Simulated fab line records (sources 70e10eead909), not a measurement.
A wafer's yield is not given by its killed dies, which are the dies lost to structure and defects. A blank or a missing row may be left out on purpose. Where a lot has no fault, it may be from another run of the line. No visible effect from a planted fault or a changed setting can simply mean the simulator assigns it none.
Matching of chambers || flow nand_harc || NHARC_THIN_TSV_ETCH_44 on rie_diel-11: 4 sister chambers
The step etches the open film in CF4/O2, target depth 1594.2 nm, time 797.1 s. 7 wafers are shown with their chamber, then 7 later ones without.

WAFERS, EACH WITH ITS CHAMBER
{"wafer": "L168.4", "chamber": 1, "rf_vpp_V (V)": 788, "oes_product_au (a.u.)": 1.018}
{"wafer": "L170.3", "chamber": 2, "rf_vpp_V (V)": 802, "oes_product_au (a.u.)": 1.023}
{"wafer": "L170.5", "chamber": 2, "rf_vpp_V (V)": 804, "oes_product_au (a.u.)": 1.017}
{"wafer": "L172.5", "chamber": 3, "rf_vpp_V (V)": 801, "oes_product_au (a.u.)": 1.027}
{"wafer": "L172.6", "chamber": 0, "rf_vpp_V (V)": 797, "oes_product_au (a.u.)": 1.016}
{"wafer": "L176.1", "chamber": 0, "rf_vpp_V (V)": 797, "oes_product_au (a.u.)": 1.013}
{"wafer": "L176.4", "chamber": 3, "rf_vpp_V (V)": 801, "oes_product_au (a.u.)": 1.008}

WAFERS WITHOUT THEIR CHAMBER
{"wafer": "L176.6", "rf_vpp_V (V)": 789, "oes_product_au (a.u.)": 0.996}
{"wafer": "L178.2", "rf_vpp_V (V)": 788, "oes_product_au (a.u.)": 1.006}
{"wafer": "L178.3", "rf_vpp_V (V)": 800, "oes_product_au (a.u.)": 1.017}
{"wafer": "L178.4", "rf_vpp_V (V)": 788, "oes_product_au (a.u.)": 1.003}
{"wafer": "L177.1", "rf_vpp_V (V)": 801, "oes_product_au (a.u.)": 1.009}
{"wafer": "L177.3", "rf_vpp_V (V)": 790, "oes_product_au (a.u.)": 0.997}
{"wafer": "L177.6", "rf_vpp_V (V)": 799, "oes_product_au (a.u.)": 0.999}

WHICH CHAMBER EACH ONE RAN IN
{"wafer": "L176.6", "from the rows above": 1, "in truth": 1}
{"wafer": "L178.2", "from the rows above": 1, "in truth": 1}
{"wafer": "L178.3", "from the rows above": 3, "in truth": 3}
{"wafer": "L178.4", "from the rows above": 1, "in truth": 1}
{"wafer": "L177.1", "from the rows above": "can't be placed: 3 or 2", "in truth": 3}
{"wafer": "L177.3", "from the rows above": 1, "in truth": 1}
{"wafer": "L177.6", "from the rows above": "can't be placed: 0 or 3", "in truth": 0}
5 of 7 placed correctly. Not placeable from these rows: 2 (in 2, the candidates include the true chamber). 0 placed wrongly.
How it was worked out, from the rows above alone: a wafer's distance from a chamber is the root of the sum, over the readings, of the square of ((its reading less the chamber's mean) divided by the reading's scatter). If the next closest chamber is less than 2 further off than the closest, the wafer can't be placed; otherwise it belongs to the closest. A chamber's mean is the mean of its shown wafers. How the scatter is found: for the shown wafers, subtract from each reading the mean of its chamber, square and add these, divide the total by (wafers less chambers), then take the root.
